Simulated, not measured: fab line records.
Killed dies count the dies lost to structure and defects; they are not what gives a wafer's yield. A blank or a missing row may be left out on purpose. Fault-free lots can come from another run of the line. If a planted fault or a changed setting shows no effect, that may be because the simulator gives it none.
Split-lot trial    flow n5 finfet    on a route of 1938 steps: 7 lots, 21 wafers read

== SPLIT DETAILS ==
At N5_GATE_CUT_EXPOSE_10 (exposes mask GATE CUT, target cd 20 nm), the setting dose mj was moved away from the recipe's 43.25 on 10 of the 21 wafers read, by -6.6% to +7.2%. All remaining wafers had this setting at the recipe value.

== FROM THE SPLIT TO THE READING: what the file shows between them, 2 steps ==
- N5_GATE_CUT_PEB_11: peb time 60 s
- N5_GATE_CUT_DEVELOP_12: develop time 30 s

== THE READING ==
cd nm at N5_GATE_CUT_CD_MEAS_13, given in nm (cd target 20 nm). A value of 20.00 nm with a standard deviation of 0.23 nm is what fault-free wafers of this fab line usually give.

wafer   tool, chamber at the split  dose mj as run  against the recipe  cd nm, nm  against lot-mates on the recipe
L079.1  euv scanner-02, 0           46.1            +6.6%               21.19      +1.39
L079.2  euv scanner-02, 0           46.1            +6.6%               21.05      +1.25
L079.5  euv scanner-02, 0           43.25           recipe              19.80      -
L081.1  euv scanner-02, 0           43.25           recipe              20.06      -
L081.4  euv scanner-02, 0           43.25           recipe              19.82      -
L081.5  euv scanner-02, 0           43.25           recipe              19.89      -
L082.2  euv scanner-01, 0           43.25           recipe              19.80      -
L082.4  euv scanner-01, 0           43.25           recipe              19.91      -
L082.5  euv scanner-01, 0           40.41           -6.6%               18.53      -1.32
L086.1  euv scanner-01, 0           43.25           recipe              19.80      -
L086.5  euv scanner-01, 0           46.37           +7.2%               21.38      +1.58
L086.6  euv scanner-01, 0           46.37           +7.2%               21.33      +1.53
L087.1  euv scanner-02, 0           43.25           recipe              20.29      -
L087.2  euv scanner-02, 0           43.25           recipe              20.29      -
L087.5  euv scanner-02, 0           46.16           +6.7%               21.68      +1.39
L090.1  euv scanner-01, 0           45.39           +4.9%               21.45      +1.72
L090.5  euv scanner-01, 0           43.25           recipe              19.73      -
L090.6  euv scanner-01, 0           45.39           +4.9%               21.33      +1.60
L096.2  euv scanner-01, 0           43.25           recipe              20.01      -
L096.5  euv scanner-01, 0           45.85           +6.0%               21.08      +1.07
L096.6  euv scanner-01, 0           45.85           +6.0%               21.00      +0.99

FIT RESULTS
A straight line over all 21 wafers: cd nm changes by +0.209 nm for each +1% of dose mj; r = +0.96; the points scatter about the line by 0.23 nm.
The same after taking each lot's own level away (the mean of its wafers on the recipe; 21 wafers): +0.213 nm for each +1%; r = +0.97; scatter 0.22 nm.
On that fit, the largest move of dose mj shifts the reading by 1.5 nm.
From 19.730 to 20.290 nm: that is the span of the lots' own levels, equal to 2.4 times the standard deviation above.
The two slopes are in agreement: the lot-to-lot level therefore moves the slope only a little.
Check: for one of the wafers moved furthest among these (+7.2%), held out of the fit, the line's prediction against its lot-mates is +1.56 nm. Against them it came out at +1.58 nm.

== THE WHOLE CHAIN: every reading that the file lists as answering this split, in the file's order ==
step                    what it does                                                      reading                                                          change (the file's fit)                r (the file's)
N5_GATE_CUT_CD_MEAS_13  target cd 20 nm                                                   cd nm                                                            +0.214 nm for each +1% of the setting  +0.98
N5_GATE_CUT_DESCUM_18   chemistry O2, time 7 s                                            GATE_CUT.cd nm (the simulator's own value, which no gauge read)  +0.215 nm for each +1% of the setting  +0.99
N5_GATE_CUT_ETCH_36     etches SiARC in CF4, target depth 13 nm, time 21.7 s              GATE_CUT.cd nm (the simulator's own value, which no gauge read)  +0.202 nm for each +1% of the setting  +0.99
N5_GATE_CUT_HM_OPEN_40  chemistry C4F6/O2, target SiO2, target depth 139 nm, time 85.1 s  GATE_CUT.cd nm (the simulator's own value, which no gauge read)  +0.216 nm for each +1% of the setting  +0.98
N5_GATE_CUT_ETCH_47     etches SiO2 in Cl2/BCl3, target depth 10 nm                       GATE_CUT.cd nm (the simulator's own value, which no gauge read)  +0.243 nm for each +1% of the setting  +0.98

== FILE'S OWN FIT ==
cd nm changes by +0.214 nm for each +1% of dose mj, r = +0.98.
